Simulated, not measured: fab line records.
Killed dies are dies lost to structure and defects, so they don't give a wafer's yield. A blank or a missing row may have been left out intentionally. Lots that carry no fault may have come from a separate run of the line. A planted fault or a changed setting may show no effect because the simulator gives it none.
fab line records    flow n5_finfet    part 2 of 2: steps 23 to 26 of 26
[record] lots = 5  wafers = 15  last_day = 16
route steps=1938 shown MOL_CONTACT_COAG@593
lots untouched by any fault: they come from a run of this same line in which no faults occurred
start_h: hours from the record's first day to the start of the lot's first wafer shown    wait_h: how many hours have passed since the lot's step before this one    " same as the row above    L1.1+2: a row that stands for several wafers    - no value present, or no start provided    * or withheld: withheld    < > ~ a bound
route shown NAME@n: names a module that has steps shown in the file, with the first one's number in the route    usual: the fault-free wafers' mean and standard deviation    same: alike in all rows    chamber/n: place in a boat    sites: per-site readings    _std_site: standard deviation across them    _edge_site: inner sites' mean taken away from outer sites' mean    radius_mm: how far each site lies from the wafer's centre    mask NAME#n: copy n    behind: the most recent tool/chamber to have shaped the wafer    hold: why the lot went on hold/how many hours it stayed there/how the hold came to an end    device: which transistor (n, p or np) failed to switch    end of line: at the end of the route, the tests of the same wafers    a step with no rows: only its recipe    killed: at the first sort, the dies lost to defects and structure; wafer yield is something else    map: a wafer's dies, x killed, . not, _ none there
set.NAME: the setting as run; set.NAME@STEP: as run at that earlier step    model.NAME: the simulator's own value behind a step, which no gauge read
lots seen at some steps along the route; tables by step, rows by wafer
services: when a tool's chamber went out of use (start_h, in hours from the record's first day, below 0 if earlier), for how many hours, and the reason
[[steps]]
[step N5_MOL_CONTACT_COAG_VIA_ETCH_117]
[recipe] chemistry = C4F6/O2  target_depth_a = 400  overetch_a = 80  mask_material = SOC  target = SiO2  bias_w = 455  pressure_mtorr = 10  time_s = 26  source_w = 325  Ar_flow_sccm = 300  C4F6_flow_sccm = 10  O2_flow_sccm = 10  ion_energy_ev = 575.3  ends = end_point
[usual] C4F6_flow_sccm = 10.000/0.029  bias_w = 454.7/1.5  drypump_motor_current_A = 5.8/0.48  oes_product_au = 0.69/0.076  rf_vpp_V = 1598/35  showerhead_plenum_p_Torr = 2.84/0.11  throttle_valve_pct = 41.0/0.3
lot.wafer  tool         chamber  start_h  wait_h  C4F6_flow_sccm  bias_w  drypump_motor_current_A  oes_product_au  rf_hours_counter_h  rf_vpp_V  showerhead_plenum_p_Torr  throttle_valve_pct
L079.1     rie_diel-04  3        139.16   0.0     9.957           455.8   6.4                      0.82            19                  1636      2.92                      41.4
L079.2     "            2        "        "       9.978           454.8   5.6                      0.65            210                 1593      2.68                      41.1
L079.5     "            2        "        "       9.989           454.3   5.6                      0.66            -                   1593      2.69                      41.1
L080.1     rie_diel-03  0        141.23   0.0     9.979           455.8   5.6                      0.66            177                 1601      2.82                      41.1
L080.2     "            2        "        "       10.008          454.1   5.4                      0.72            84                  1620      2.86                      40.9
L080.6     "            1        "        "       9.982           454.6   5.3                      0.77            -                   1589      2.86                      40.5
L081.2     rie_diel-04  2        144.33   0.0     10.058          452.9   5.6                      0.65            213                 1594      2.68                      41.1
L081.3     "            0        "        "       9.987           453.8   6.7                      0.61            242                 1622      2.69                      41.3
L081.4     "            3        "        "       9.964           456.7   6.4                      0.81            22                  1637      2.92                      41.5
L082.1     rie_diel-03  2        151.78   0.0     10.004          453.1   5.4                      0.72            88                  1621      2.86                      40.9
L082.4     "            3        "        "       10.005          456.0   5.7                      0.64            248                 1510      2.69                      41.0
L082.5     "            0        "        "       10.001          453.4   5.6                      0.66            -                   1600      2.81                      41.1
L089.2     rie_diel-02  1        195.90   0.0     9.976           455.3   6.2                      0.64            220                 1641      2.94                      41.3
L089.3     "            3        "        "       10.068          456.3   5.6                      0.64            178                 1600      2.85                      41.3
L089.6     "            3        "        "       10.031          455.4   5.6                      0.65            -                   1601      2.85                      41.3
[step N5_MOL_CONTACT_COAG_ETCH_124]
[recipe] chemistry = CH3F/O2  target = SiNx  target_depth_a = 65  mask_material = SOC  stop_on = SiOC  over_etch_frac = 0.3  ion_energy_ev = 120  pressure_mtorr = 30  source_w = 395  bias_w = 73  Ar_flow_sccm = 150  CH3F_flow_sccm = 30  O2_flow_sccm = 20  ends = end_point
[usual] bias_w = 72.98/0.22  drypump_motor_current_A = 5.8/0.48  oes_product_au = 0.66/0.075  rf_vpp_V = 300/6.9  showerhead_plenum_p_Torr = 2.00/0.078  throttle_valve_pct = 16.32/0.22
[same] over_etch_frac = 0.3
lot.wafer  tool         chamber  start_h  wait_h  bias_w  drypump_motor_current_A  oes_product_au  rf_hours_counter_h  rf_vpp_V  showerhead_plenum_p_Torr  throttle_valve_pct
L079.1     rie_diel-04  3        139.19   0.0     72.72   6.4                      0.77            19                  307       2.06                      16.35
L079.2     "            2        "        "       73.05   5.6                      0.62            210                 299       1.89                      16.46
L079.5     "            2        "        "       72.91   5.6                      0.62            -                   299       1.89                      16.45
L080.1     rie_diel-03  0        141.26   0.0     72.82   5.6                      0.64            177                 300       1.98                      16.14
L080.2     "            2        "        "       73.18   5.4                      0.70            84                  304       2.02                      16.09
L080.6     "            1        "        "       72.90   5.3                      0.73            -                   297       2.02                      15.96
L081.2     rie_diel-04  2        144.36   0.0     73.00   5.6                      0.62            213                 298       1.89                      16.46
L081.3     "            0        "        "       72.98   6.7                      0.59            242                 305       1.89                      16.70
L081.4     "            3        "        "       73.13   6.4                      0.77            22                  306       2.06                      16.35
L082.1     rie_diel-03  2        151.80   0.0     73.10   5.4                      0.69            88                  304       2.02                      16.08
L082.4     "            3        "        "       72.96   5.7                      0.60            248                 282       1.89                      16.67
L082.5     "            0        "        "       73.05   5.6                      0.63            -                   300       1.98                      16.15
L089.2     rie_diel-02  1        195.93   0.0     72.84   6.2                      0.61            220                 308       2.07                      16.36
L089.3     "            3        "        "       73.04   5.6                      0.62            178                 301       2.01                      16.39
L089.6     "            3        "        "       72.90   5.6                      0.63            -                   300       2.01                      16.41
[step N5_MOL_CONTACT_COAG_ETCH_48]
[recipe] chemistry = C4F6/O2  target_depth_a = 150  overetch_a = 45  mask_material = SOC  target = SiOC  bias_w = 465  pressure_mtorr = 10  time_s = 17  source_w = 335  Ar_flow_sccm = 300  C4F6_flow_sccm = 10  O2_flow_sccm = 10  ion_energy_ev = 576
[usual] C4F6_flow_sccm = 10.00/0.034  bias_w = 465.1/1.4  drypump_motor_current_A = 5.8/0.48  oes_product_au = 0.65/0.074  rf_vpp_V = 1599/35  showerhead_plenum_p_Torr = 2.84/0.11  throttle_valve_pct = 40.59/0.29
lot.wafer  tool         chamber  start_h  wait_h  C4F6_flow_sccm  bias_w  drypump_motor_current_A  oes_product_au  rf_hours_counter_h  rf_vpp_V  showerhead_plenum_p_Torr  throttle_valve_pct
L079.1     rie_diel-04  3        139.23   0.0     9.99            466.0   6.4                      0.78            19                  1637      2.92                      41.01
L079.2     "            2        "        "       10.00           464.9   5.7                      0.65            210                 1595      2.69                      40.68
L079.5     "            2        "        "       10.01           465.1   5.6                      0.61            -                   1595      2.69                      40.66
L080.1     rie_diel-03  0        141.30   0.0     9.94            463.0   5.6                      0.63            177                 1603      2.82                      40.61
L080.2     "            2        "        "       10.02           465.4   5.5                      0.65            84                  1624      2.86                      40.39
L080.6     "            1        "        "       9.98            465.0   5.3                      0.74            -                   1591      2.86                      40.07
L081.2     rie_diel-04  2        144.40   0.0     9.96            465.1   5.7                      0.59            213                 1594      2.68                      40.66
L081.3     "            0        "        "       10.03           465.1   6.7                      0.57            242                 1624      2.69                      40.82
L081.4     "            3        "        "       10.00           465.9   6.3                      0.68            22                  1636      2.92                      40.99
L082.1     rie_diel-03  2        151.84   0.0     9.99            462.0   5.4                      0.66            88                  1622      2.86                      40.39
L082.4     "            3        "        "       10.00           464.2   5.7                      0.62            248                 1509      2.69                      40.60
L082.5     "            0        "        "       10.04           463.7   5.6                      0.63            -                   1604      2.81                      40.63
L089.2     rie_diel-02  1        195.97   0.0     10.02           464.8   6.2                      0.59            220                 1642      2.94                      40.80
L089.3     "            3        "        "       9.98            467.8   5.6                      0.64            178                 1603      2.85                      40.88
L089.6     "            3        "        "       10.00           467.0   5.6                      0.62            -                   1605      2.85                      40.88
[step N5_MOL_CONTACT_COAG_STRIP_72]
[recipe] chemistry = N2/H2  power_w = 450  temp_c = 40  pressure_mtorr = 20  rf_frequency_hz = 6e+07  overash_fraction = 3  bias_power_w = 7  h2_frac = 0.5  n2_flow_sccm = 200  h2_flow_sccm = 200
[usual] drypump_motor_current_A = 5.8/0.48  oes_product_au = 0.77/0.092  rf_vpp_V = 58.9/1.9  showerhead_plenum_p_Torr = 2.54/0.098  throttle_valve_pct = 23.6/0.31
lot.wafer  tool         chamber  start_h  wait_h  drypump_motor_current_A  oes_product_au  rf_hours_counter_h  rf_vpp_V  showerhead_plenum_p_Torr  throttle_valve_pct
L079.1     rie_diel-04  3        139.28   0.0     6.4                      0.92            19                  57.7      2.59                      23.5
L079.2     "            2        "        "       5.6                      0.71            210                 61.2      2.42                      23.7
L079.5     "            2        "        "       5.6                      0.73            -                   55.9      2.42                      23.7
L080.1     rie_diel-03  0        141.35   0.0     5.6                      0.74            177                 56.3      2.54                      24.0
L080.2     "            2        "        "       5.4                      0.83            84                  60.6      2.55                      23.3
L080.6     "            1        "        "       5.3                      0.88            -                   60.1      2.58                      23.3
L081.2     rie_diel-04  2        144.45   0.0     5.6                      0.72            213                 56.2      2.41                      23.7
L081.3     "            0        "        "       6.7                      0.68            242                 60.7      2.41                      24.1
L081.4     "            3        "        "       6.4                      0.92            22                  56.8      2.59                      23.6
L082.1     rie_diel-03  2        151.90   0.0     5.4                      0.81            88                  59.3      2.55                      23.3
L082.4     "            3        "        "       5.7                      0.69            248                 60.5      2.38                      23.7
L082.5     "            0        "        "       5.6                      0.73            -                   57.8      2.54                      24.0
L089.2     rie_diel-02  1        196.02   0.0     6.2                      0.71            220                 60.9      2.62                      23.7
L089.3     "            3        "        "       5.6                      0.73            178                 57.5      2.52                      23.6
L089.6     "            3        "        "       5.6                      0.74            -                   57.8      2.52                      23.7
[[services]]
tool            chamber  start_h  hours  kind
ald_sin-02      -        119.38   2.8    pm
euv_scanner-01  -        126.82   4.6    pm
litho_track-01  -        140.28   -      consumable_replace:filter
rie_diel-02     -        145.40   4.3    pm
euv_scanner-01  -        150.10   1.0    pm
rie_diel-03     3        158.12   -      clean
rie_diel-03     3        158.12   -      consumable_replace:focus_ring
rie_diel-03     3        158.12   -      consumable_replace:showerhead
rie_diel-03     3        158.12   16.4   scheduled_down
rie_diel-03     3        158.12   16.4   vent_cycle
ald_sin-04      -        161.65   6.1    pm
rie_diel-02     -        163.03   3.2    repair
rie_diel-04     0        165.28   -      clean
rie_diel-04     0        165.28   -      consumable_replace:focus_ring
rie_diel-04     0        165.28   -      consumable_replace:showerhead
rie_diel-04     0        165.28   18.7   scheduled_down
rie_diel-04     0        165.28   18.7   vent_cycle
ald_sin-01      -        177.12   14.0   pm
rie_diel-04     1        184.08   -      clean
rie_diel-04     1        184.08   -      consumable_replace:focus_ring
rie_diel-04     1        184.08   16.1   scheduled_down
rie_diel-04     1        184.08   16.1   vent_cycle
rie_diel-03     3        189.80   9.6    repair
euv_scanner-02  -        194.34   1.0    pm
